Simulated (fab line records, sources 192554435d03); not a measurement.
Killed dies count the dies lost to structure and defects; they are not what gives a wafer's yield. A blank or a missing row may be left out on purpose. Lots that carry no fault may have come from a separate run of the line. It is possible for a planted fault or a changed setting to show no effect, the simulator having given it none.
Which tool is to blame?	flow n5_finfet	12 lots, 36 wafers sampled, at 2 steps of a route of 1938

WHAT THE GAUGES READ, wafer by wafer
N5_BEOL_M2_OVL_MEAS_29.
lot	measured	on	V1_OVL (nm)
L075	day 6 21:43	overlay-02	0.7 0.2 0.0
L077	day 7 09:32	overlay-02	1.0 -0.4 1.2
L079	day 7 23:07	overlay-01	1.3 0.7 1.3
L081	day 8 15:16	overlay-02	-0.3 0.5 0.9
L083	day 9 05:45	overlay-01	-0.3 0.0 0.3
L085	day 9 18:13	overlay-02	0.5 1.3 -0.7
L088	day 10 00:55	overlay-02	1.0 -0.2 1.3
L090	day 10 12:38	overlay-01	0.2 0.0 0.6
L091	day 10 19:29	overlay-01	1.4 1.4 0.8
L093	day 11 06:48	overlay-01	-0.5 -0.3 0.1
L095	day 11 16:55	overlay-02	1.4 1.2 1.0
L097	day 12 03:38	overlay-01	0.2 0.4 0.5

TOOL THAT RAN EACH LOT (tool first, then ch and the chambers of the sampled wafers, then the start)
lot	N5_BEOL_M2_ETCH_74
L075	rie_diel-04 ch 0,1,3, day 6 20:50
L077	rie_diel-05 ch 1,2, day 7 08:46
L079	rie_diel-02 ch 0,2,3, day 7 22:17
L081	rie_diel-05 ch 1,2, day 8 14:24
L083	rie_diel-04 ch 0,2,3, day 9 04:52
L085	rie_diel-02 ch 0,1, day 9 17:20
L088	rie_diel-05 ch 1,3, day 10 00:02
L090	rie_diel-02 ch 2,3, day 10 11:46
L091	rie_diel-02 ch 0,2,3, day 10 18:43
L093	rie_diel-04 ch 1,2, day 11 05:55
L095	rie_diel-05 ch 0,1,2, day 11 16:10
L097	rie_diel-05 ch 0,1,3, day 12 02:52
- N5_BEOL_M2_ETCH_74: etches underlayer in N2/H2, target depth 6.5 nm, time 5.2 s.

THE ANSWER, worked out from the rows above alone
Rule: the usual values come from the lots themselves. The widest of any qualifying gaps counts: lots, ordered by their means at a reading, are off when they make up no more than a third of the lots, leave a main group of 4 or more, and stand apart from it by 3 or more times the standard deviation of that group's means. If all means in a main group match to the digits the tables above print for the reading, that group is not used. Also off: a lot with no number at a reading for which 4 or more lots have one. The other lots that the step has rows for count as sound.
None of the lots is off at any reading shown; this tells nothing.

WHAT THE SIMULATOR HAD PUT IN
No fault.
